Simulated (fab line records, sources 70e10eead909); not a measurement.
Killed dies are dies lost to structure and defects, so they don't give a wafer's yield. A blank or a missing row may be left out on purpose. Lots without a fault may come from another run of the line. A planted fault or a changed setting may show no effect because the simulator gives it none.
fab line records | flow nand_harc
record lots=13 wafers=39 last_day=34
route steps=1302 shown A_BONDPAD@1221 HYBRID_BOND@1237 THIN_TSV@1273 END@1302
lots that met no fault: from a run of the same line without faults
start_h: hours from the record's first day to the start of the lot's first wafer shown | wait_h: hours since the lot's step before | " the same as in the row above | L1.1+2: a row that stands for several wafers | - no value, or no start given | * or withheld: withheld | < > ~ a bound
route shown NAME@n: a module of which the file shows steps, and the number in the route of the first | usual: mean/standard deviation of fault-free wafers | same: alike in all rows | chamber/n: place in a boat | sites: the reading at each site | _std_site: their standard deviation | _edge_site: outer sites' mean less inner sites' | radius_mm: how far each site lies from the wafer's centre | mask NAME#n: copy n | behind: the tool/chamber that last shaped the wafer | hold: why the lot was held/for how many hours/how that ended | device: the transistor (n, p or np) that didn't switch | end of line: the same wafers' tests at the end of the route | a step without rows: its recipe alone | killed: dies lost to structure and defects at the first sort, not the wafer's yield | map: a wafer's dies, x killed, . not, _ none there
set.NAME: the setting as run; set.NAME@STEP: as run at that earlier step | model.NAME: the simulator's own value behind a step, which no gauge read
steps of the route over a sample of lots; a table a step, a row a wafer
services: from which hour (start_h, from the record's first day; less than 0 if before it) a tool's chamber was out of use, for how many hours, and why
## steps
# step NHARC_A_BONDPAD_CD_MEAS_13
# usual cd_nm=498.7/2.5
# columns lot.wafer tool chamber start_h wait_h cd_nm
L417.1 cd_sem-03 - 530.58 - 502.1
L417.2 " - " " 496.1
L417.6 " - " " 502.4
L416.1 cd_sem-01 - 535.55 - 499.2
L416.2 " - " " 497.7
L416.6 " - " " 500.4
L418.3 cd_sem-02 - 546.73 - 499.4
L418.4 " - " " 496.8
L418.5 " - " " 500.2
L419.1 cd_sem-02 - 560.15 - 502.9
L419.2 " - " " 500.7
L419.4 " - " " 495.7
L421.2 cd_sem-03 - 573.82 - 502.9
L421.3 " - " " 499.9
L421.4 " - " " 496.6
L422.2 cd_sem-01 - 584.90 - 497.8
L422.4 " - " " 499.2
L422.6 " - " " 499.6
L423.1 cd_sem-03 - 589.04 - 502.1
L423.5 " - " " 495.7
L423.6 " - " " 503.8
L425.1 cd_sem-02 - 623.47 - 497.6
L425.3 " - " " 501.2
L425.5 " - " " 501.0
L430.1 cd_sem-03 - 669.37 - 496.2
L430.3 " - " " 500.3
L430.4 " - " " 498.8
L431.1 cd_sem-03 - 705.37 - 499.5
L431.5 " - " " 497.4
L431.6 " - " " 495.1
L432.1 cd_sem-02 - 706.84 - 500.2
L432.3 " - " " 498.7
L432.5 " - " " 501.6
L434.1 cd_sem-01 - 722.70 - 500.5
L434.3 " - " " 496.5
L434.5 " - " " 494.1
L437.1 cd_sem-02 - 769.50 - 495.8
L437.4 " - " " 496.6
L437.6 " - " " 499.1
# step NHARC_A_BONDPAD_ETCH_24
# recipe target_depth_a=300 over_etch_frac=0.3 time_s=72.99 ion_energy_ev=150 cf4_flow_sccm=50 n2_flow_sccm=100 ar_flow_sccm=150 rf_w=300 bias_w=100 chemistry=CF4/N2
# usual drypump_motor_current_A=5.8/0.42 oes_product_au=0.998/0.014 rf_vpp_V=314.6/1.9 showerhead_plenum_p_Torr=2.66/0.095 throttle_valve_pct=19.793/0.0086
# same over_etch_frac=0.3
# columns lot.wafer tool chamber start_h wait_h drypump_motor_current_A oes_product_au rf_hours_counter_h rf_vpp_V showerhead_plenum_p_Torr throttle_valve_pct
L417.2 rie_diel-02 1 - - 5.2 1.008 17 314.7 2.62 19.800
L417.1 " 2 " " 5.8 0.999 25 312.5 2.51 19.790
L417.6 " 0 " " 5.5 0.985 - 315.0 2.70 19.797
L416.1 rie_diel-13 2 - - 6.5 1.004 3 312.1 2.60 19.789
L416.2 " 3 " " 5.5 1.000 3 317.9 2.84 19.811
L416.6 " 2 " " 6.5 1.016 - 314.1 2.60 19.786
L418.4 rie_diel-06 2 - - 6.2 1.000 1 313.0 2.62 19.792
L418.3 " 3 " " 5.0 1.011 1 311.1 2.52 19.792
L418.5 " 1 " " 5.9 1.004 - 315.9 2.68 19.791
L419.4 rie_diel-02 0 - - 5.5 0.985 29 316.3 2.70 19.791
L419.1 " 1 " " 5.2 1.012 20 314.4 2.61 19.803
L419.2 " 2 " " 5.9 0.998 29 312.7 2.51 19.803
L421.2 rie_diel-13 1 - - 6.4 1.003 16 317.2 2.81 19.783
L421.3 " 2 " " 6.5 1.001 18 313.0 2.59 19.785
L421.4 " 0 " " 6.3 1.018 17 315.7 2.67 19.790
L422.2 rie_diel-13 2 - - 6.5 1.006 21 312.0 2.59 19.808
L422.4 " 1 " " 6.4 0.990 19 317.8 2.81 19.779
L422.6 " 3 " " 5.6 0.991 - 318.9 2.83 19.798
L423.1 rie_diel-13 1 - - 6.4 0.994 20 317.5 2.81 19.787
L423.6 " 1 " " 6.4 0.992 - 315.8 2.81 19.791
L423.5 " 2 " " 6.5 1.000 - 312.4 2.59 19.788
L425.3 rie_diel-02 1 623.73 0.1 5.2 1.005 9 314.4 2.61 19.783
L425.1 " 2 " " 5.9 0.982 9 311.6 2.51 19.790
L425.5 " 2 " " 5.9 0.975 - 312.1 2.51 19.784
L430.1 rie_diel-13 0 - - 6.3 1.015 42 315.4 2.66 19.792
L430.4 " 1 " " 6.4 0.984 47 317.2 2.80 19.789
L430.3 " 3 " " 5.5 1.005 55 316.6 2.81 19.801
L431.1 rie_diel-06 1 705.64 0.1 5.9 1.013 2 312.7 2.68 19.802
L431.5 " 0 " " 5.9 1.018 - 312.9 2.56 19.785
L431.6 " 2 " " 6.2 1.001 - 313.4 2.61 19.802
L432.1 rie_diel-06 0 707.09 0.1 5.9 1.025 2 313.0 2.56 19.795
L432.3 " 2 " " 6.2 1.005 2 313.8 2.61 19.787
L432.5 " 1 " " 5.8 1.014 - 316.5 2.68 19.799
L434.1 rie_diel-02 0 - - 5.5 0.975 22 315.8 2.69 19.780
L434.3 " 3 " " 5.5 0.991 20 317.2 2.73 19.790
L434.5 " 1 " " 5.2 1.003 - 313.2 2.60 19.807
L437.4 rie_diel-02 1 - - 5.3 0.995 0 312.5 2.60 19.788
L437.1 " 3 " " 5.5 1.021 0 316.6 2.73 19.800
L437.6 " 0 " " 5.5 0.977 - 315.4 2.69 19.792
# step NHARC_HYBRID_BOND_ACTIVATE_00
# recipe time_s=60 n2_flow_sccm=200 ar_flow_sccm=0 bias_power_w=0 chemistry=N2
# usual drypump_motor_current_A=5.64/0.28 oes_product_au=1.004/0.012 rf_vpp_V=64.2/0.98 showerhead_plenum_p_Torr=1.78/0.08
# columns lot.wafer tool chamber start_h wait_h drypump_motor_current_A oes_product_au rf_hours_counter_h rf_vpp_V showerhead_plenum_p_Torr
L417.2 rie_diel-11 0 533.03 0.1 5.89 0.995 8 63.5 1.88
L417.1 " 1 " " 5.10 1.018 8 64.2 1.69
L417.6 " 0 " " 5.87 1.001 - 63.2 1.88
L416.2 rie_diel-11 1 537.85 0.1 5.10 1.014 8 64.6 1.69
L416.1 " 3 " " 5.74 0.992 9 64.4 1.75
L416.6 " 2 " " 5.55 0.988 - 66.9 1.87
L418.3 rie_diel-12 1 549.03 0.1 5.73 0.997 31 63.2 1.67
L418.4 " 3 " " 5.71 1.001 30 64.6 1.78
L418.5 " 0 " " 6.03 1.010 - 64.3 1.80
L419.4 rie_diel-12 0 562.43 0.1 6.04 1.011 31 63.4 1.80
L419.2 " 2 " " 5.39 0.991 30 63.0 1.70
L419.1 " 3 " " 5.71 1.016 34 62.1 1.78
L421.3 rie_diel-11 1 576.12 0.1 5.11 1.007 11 63.3 1.69
L421.2 " 2 " " 5.56 1.000 13 62.9 1.87
L421.4 " 0 " " 5.88 1.006 11 65.3 1.88
L422.4 rie_diel-12 3 587.23 0.1 5.68 1.007 42 64.3 1.78
L422.2 " 0 " " 6.05 1.017 39 64.4 1.80
L422.6 " 2 " " 5.41 0.992 - 65.0 1.70
L423.1 rie_diel-11 3 591.34 0.1 5.75 1.004 13 64.3 1.75
L423.5 " 3 " " 5.75 1.006 - 63.6 1.75
L423.6 " 0 " " 5.89 0.998 - 63.4 1.88
L425.1 rie_diel-11 1 625.85 0.1 5.10 1.021 1 62.8 1.69
L425.3 " 2 " " 5.58 0.998 1 64.1 1.87
L425.5 " 3 " " 5.74 1.014 - 63.9 1.75
L430.3 rie_diel-11 1 671.93 0.1 5.13 0.996 5 63.9 1.69
L430.4 " 2 " " 5.56 1.002 4 63.6 1.86
L430.1 " 3 " " 5.76 1.018 4 64.7 1.75
L431.1 rie_diel-11 1 707.76 0.1 5.08 1.013 8 63.3 1.68
L431.5 " 2 " " 5.60 1.018 - 64.6 1.86
L431.6 " 3 " " 5.74 1.026 - 65.1 1.75
L432.3 rie_diel-11 1 709.23 0.1 5.12 1.013 9 62.6 1.68
L432.1 " 2 " " 5.55 1.013 9 64.4 1.86
L432.5 " 0 " " 5.87 0.996 - 64.3 1.88
L434.1 rie_diel-12 1 725.03 0.1 5.75 1.023 37 63.1 1.65
L434.3 " 2 " " 5.40 1.000 37 65.3 1.68
L434.5 " 1 " " 5.74 1.009 - 64.1 1.65
L437.1 rie_diel-11 3 771.84 0.1 5.77 1.015 13 63.3 1.75
L437.4 " 1 " " 5.10 1.003 13 63.4 1.68
L437.6 " 2 " " 5.57 1.004 - 63.3 1.86
# step NHARC_THIN_TSV_PVD_51
# recipe target_thk_a=1000 chamber_pressure_pa=5 material=Cu
# usual throttle_valve_pct=30.0/0.66
# columns lot.wafer tool chamber start_h wait_h throttle_valve_pct
L417.2 pvd_sputter-02 - 550.19 - 30.6
L417.1 " - " " 30.9
L417.6 " - " " 29.1
L416.1 pvd_sputter-03 - 554.43 - 29.7
L416.2 " - " " 29.9
L416.6 " - " " 29.6
L418.3 pvd_sputter-03 - 564.41 - 31.1
L418.4 " - " " 30.7
L418.5 " - " " 31.0
L419.1 pvd_sputter-02 - 578.74 - 29.1
L419.4 " - " " 31.0
L419.2 " - " " 31.0
L421.3 pvd_sputter-03 - 593.54 - 29.6
L421.2 " - " " 29.8
L421.4 " - " " 31.1
L422.4 pvd_sputter-02 - 602.47 - 30.6
L422.2 " - " " 29.3
L422.6 " - " " 30.6
L423.1 pvd_sputter-02 - 610.49 - 31.1
L423.6 " - " " 30.5
L423.5 " - " " 29.3
L425.3 pvd_sputter-01 - 641.01 - 29.3
L425.1 " - " " 30.0
L425.5 " - " " 29.8
L430.4 pvd_sputter-03 - 686.24 - 29.6
L430.1 " - " " 30.4
L430.3 " - " " 29.9
L431.1 pvd_sputter-02 - 724.56 - 30.3
L431.5 " - " " 30.5
L431.6 " - " " 30.4
L432.3 pvd_sputter-01 - 725.53 - 30.1
L432.1 " - " " 30.1
L432.5 " - " " 28.8
L434.1 pvd_sputter-02 - 740.86 - 30.0
L434.3 " - " " 29.6
L434.5 " - " " 29.8
L437.4 pvd_sputter-01 - 795.18 - 28.6
L437.1 " - " " 30.3
L437.6 " - " " 29.1
# step NHARC_END_SORT_01
# recipe temp_c=25
# usual defect_limited_yield=90/4.1 killed_at_array=63/27 killed_at_other=0.7/1.2 killed_at_periphery=3.1/2 killed_dies=67/28 killed_open=3.0/1.9 killed_short=2.2/1.5
# same gross_dies=677
# columns lot.wafer tool chamber start_h wait_h defect_limited_yield[%] killed_at_array killed_at_other killed_at_periphery killed_dies killed_open killed_short
L430.1 prober-02 0 699.24 2.5 90 61 0 5 66 2 3
L430.3 prober-02 0 700.84 3.1 91 52 0 8 60 2 0
L431.1 prober-01 0 739.55 2.5 0 74 601 2 677 0 2
L431.5 prober-01 0 742.79 3.7 89 70 0 3 73 2 2
L431.6 prober-01 0 743.60 4.0 88 74 0 5 79 5 3
L434.1 prober-01 0 749.84 2.5 0 60 613 4 677 1 2
L434.3 prober-01 0 751.43 3.1 92 48 1 2 51 0 1
L434.5 prober-01 0 753.02 3.7 93 44 0 3 47 2 0
# killed by level:class
L430.1 A_SLIT:chamber_film_flake=37 A_CONTACT:chamber_film_flake=6 A_WL_FILL:chamber_film_flake=5 A_CHANNEL_HOLE_D1:chamber_film_flake=3 P_GATE:chamber_film_flake=2 A_DECK1_JOINT:chamber_film_flake=2 A_BLC:chamber_film_flake=2 P_M0:geometric_particle:short=1
L430.3 A_SLIT:chamber_film_flake=26 A_CONTACT:chamber_film_flake=6 P_M1:chamber_film_flake=5 A_CHANNEL_HOLE_D1:chamber_film_flake=4 A_WL_FILL:chamber_film_flake=4 P_GATE:chamber_film_flake=3 A_CHANNEL_FILL_D1:chamber_film_flake=3 A_BLC:chamber_film_flake=3
L431.1 THIN_TSV:area_pvd=601 A_CHANNEL_HOLE_D1:chamber_film_flake=30 A_CHANNEL_HOLE_D2:chamber_film_flake=30 A_CONTACT:chamber_film_flake=7 P_GATE:chamber_film_flake=2 A_CHANNEL_FILL_D2:chamber_film_flake=2 A_SLIT:chamber_film_flake=2 A_CHANNEL_FILL_D2:geometric_particle:short=1
L431.5 A_CHANNEL_HOLE_D1:chamber_film_flake=29 A_CHANNEL_HOLE_D2:chamber_film_flake=22 A_CONTACT:chamber_film_flake=9 A_SLIT:chamber_film_flake=3 A_SGD_CUT:chamber_film_flake=2 P_CONTACT:geometric_particle:open=1 A_ONON_D1:geometric_particle:open=1 A_CHANNEL_FILL_D1:geometric_particle:short=1
L431.6 A_CHANNEL_HOLE_D2:chamber_film_flake=33 A_CHANNEL_HOLE_D1:chamber_film_flake=25 A_SLIT:chamber_film_flake=3 A_CHANNEL_FILL_D2:chamber_film_flake=3 A_CONTACT:chamber_film_flake=3 P_M1:geometric_particle:open=2 P_ZERO_WELL:chamber_film_flake=2 A_CHANNEL_FILL_D1:geometric_particle:open=1
L434.1 THIN_TSV:area_pvd=613 A_SLIT:chamber_film_flake=34 A_CHANNEL_HOLE_D1:chamber_film_flake=10 A_CONTACT:chamber_film_flake=10 A_DECK1_JOINT:chamber_film_flake=2 P_M0:geometric_particle:short=1 A_ONON_D2:geometric_particle:open=1 A_CHANNEL_FILL_D2:geometric_particle:short=1
L434.3 A_SLIT:chamber_film_flake=23 A_CHANNEL_HOLE_D1:chamber_film_flake=12 A_CONTACT:chamber_film_flake=12 P_STI:chamber_film_flake=2 A_M0:geometric_particle:short=1 THIN_TSV:chamber_film_flake=1
L434.5 A_SLIT:chamber_film_flake=21 A_CHANNEL_HOLE_D1:chamber_film_flake=8 A_CONTACT:chamber_film_flake=6 A_ZERO_WELL:chamber_film_flake=4 A_STAIRCASE:chamber_film_flake=2 A_DECK1_JOINT:geometric_particle:open=1 A_M0:geometric_particle:open=1 P_ZERO_WELL:chamber_film_flake=1
## services
# columns tool chamber start_h hours kind
pvd_sputter-02 - 509.15 2.1 repair
rie_diel-13 1 511.94 4.5 repair
rie_diel-11 2 512.38 2.8 repair
rie_diel-13 - 519.68 9.0 pm
pvd_sputter-03 - 526.00 10.0 pm
pvd_sputter-02 - 528.03 5.3 repair
rie_diel-12 0 537.58 4.4 repair
rie_diel-02 - 570.79 9.0 pm
rie_diel-11 3 601.21 6.4 repair
rie_diel-11 - 609.50 9.0 pm
rie_diel-13 0 613.37 7.5 repair
rie_diel-13 0 632.18 10.7 repair
pvd_sputter-02 - 638.05 10.0 pm
rie_diel-13 1 639.12 3.0 repair
rie_diel-02 0 646.66 9.8 repair
rie_diel-02 3 671.29 9.8 repair
pvd_sputter-02 - 671.34 3.6 repair
rie_diel-13 - 696.68 9.0 pm
pvd_sputter-02 - 742.20 3.2 repair
pvd_sputter-02 - 747.49 1.0 repair
rie_diel-02 - 747.79 9.0 pm
rie_diel-13 - 769.91 0.2 repair
rie_diel-02 - 773.30 0.6 repair
rie_diel-11 - 786.50 9.0 pm
## key
first_sign step=NHARC_END_SORT_01 reading=killed_at_other direction=up sigmas=99+ usual=0.7 struck=607
effect step=NHARC_END_SORT_01 reading=defect_limited_yield direction=down sigmas=22 usual=90 struck=0
more_kills_born_at NHARC_THIN_TSV_PVD_51@pvd_sputter-02=1214
met_at NHARC_THIN_TSV_PVD_51
struck_lots L431,L434
struck_wafers L431.1,L434.1
later_rows_left_out L431.1,L434.1
not_acting_at NHARC_A_BONDPAD_CD_MEAS_13,NHARC_A_BONDPAD_ETCH_24,NHARC_HYBRID_BOND_ACTIVATE_00
onset_between 610.49 724.56
fault kind=process_parameter_drift tool=pvd_sputter-02 chamber=- onset_h=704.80 steps=NHARC_THIN_TSV_PVD_51 channel=target_thk_a offset=* shape=step end_h=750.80 scope=struck_wafers_only acts_in=* stated=*
# later_rows_left_out: the simulator's readings of these wafers behind a module that went badly wrong aren't trusted and aren't shown, but for the sort
